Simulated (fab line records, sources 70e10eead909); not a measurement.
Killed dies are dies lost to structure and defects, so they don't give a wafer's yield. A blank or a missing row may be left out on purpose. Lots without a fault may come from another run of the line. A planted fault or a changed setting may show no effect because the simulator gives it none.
Chamber matching | flow nand_harc | NHARC_A_CHANNEL_FILL_D1_ALD_14 on ald_hk-02: 4 sister chambers
The step deposits SiO2, target thk 2.5 nm, pulse time 10 s, ald cycles 25. 20 wafers are shown with their chamber, then 10 later ones without.

WAFERS WITH THEIR CHAMBER
wafer  | chamber | heater_power_outer_w (W) | heater_power_w (W) | precursor_pulse_height_rel
L074.4 | 3       | 244                      | 398                | 1.025
L074.5 | 1       | 270                      | 445                | 1.032
L074.6 | 0       | 241                      | 461                | 0.998
L078.1 | 1       | 262                      | 433                | 1.025
L078.4 | 3       | 242                      | 410                | 0.997
L078.5 | 2       | 263                      | 487                | 0.976
L079.1 | 3       | 237                      | 423                | 1.005
L079.2 | 1       | 266                      | 450                | 1.007
L079.3 | 2       | 269                      | 505                | 1.000
L080.2 | 3       | 241                      | 405                | 1.027
L080.5 | 0       | 238                      | 454                | 0.982
L080.6 | 3       | 236                      | 397                | 1.001
L085.1 | 0       | 240                      | 453                | 0.994
L085.3 | 2       | 266                      | 501                | 1.012
L085.4 | 1       | 265                      | 433                | 1.011
L087.4 | 0       | 236                      | 444                | 0.986
L087.5 | 3       | 242                      | 409                | 0.977
L087.6 | 0       | 233                      | 450                | 0.967
L092.3 | 0       | 236                      | 448                | 0.985
L092.4 | 2       | 265                      | 495                | 1.033

SIGNATURES (means of the wafers above)
reading                    | chamber 0 | chamber 1 | chamber 2 | chamber 3 | scatter within a chamber
heater_power_outer_w       | 237.33    | 265.75    | 265.75    | 240.33    | 3
heater_power_w             | 451.67    | 440.25    | 497.00    | 407.00    | 8.02
precursor_pulse_height_rel | 0.98533   | 1.01875   | 1.00525   | 1.00533   | 0.0167
Rule: a wafer's distance from a chamber is the root of the sum, over the readings, of the square of ((its reading less the chamber's mean) divided by the reading's scatter). The wafer belongs to the nearest chamber; if the next one is less than 2 further off, it can't be placed. The scatter: the root of (the sum of the squares of (reading less its chamber's mean) over the shown wafers, divided by (wafers less chambers)).

WAFERS WITHOUT THEIR CHAMBER
wafer  | heater_power_outer_w (W) | heater_power_w (W) | precursor_pulse_height_rel
L092.5 | 268                      | 503                | 1.016
L093.3 | 234                      | 379                | 0.989
L093.4 | 232                      | 452                | 0.990
L093.5 | 269                      | 497                | 1.047
L095.2 | 235                      | 436                | 0.976
L095.5 | 230                      | 387                | 0.999
L095.6 | 230                      | 448                | 0.981
L097.3 | 278                      | 462                | 1.022
L097.4 | 261                      | 503                | 1.006
L097.6 | 233                      | 459                | 1.022

WHICH CHAMBER EACH WENT THROUGH
wafer  | from the rows above     | in truth
L092.5 | 2                       | 2
L093.3 | 3                       | 3
L093.4 | 0                       | 0
L093.5 | 2                       | 2
L095.2 | 0                       | 0
L095.5 | 3                       | 3
L095.6 | 0                       | 0
L097.3 | can't be placed: 1 or 2 | 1
L097.4 | 2                       | 2
L097.6 | 0                       | 0
Placed correctly: 9 of 10. Can't be placed from these rows: 1 (the true chamber is among the candidates in 1). Placed wrongly: 0.
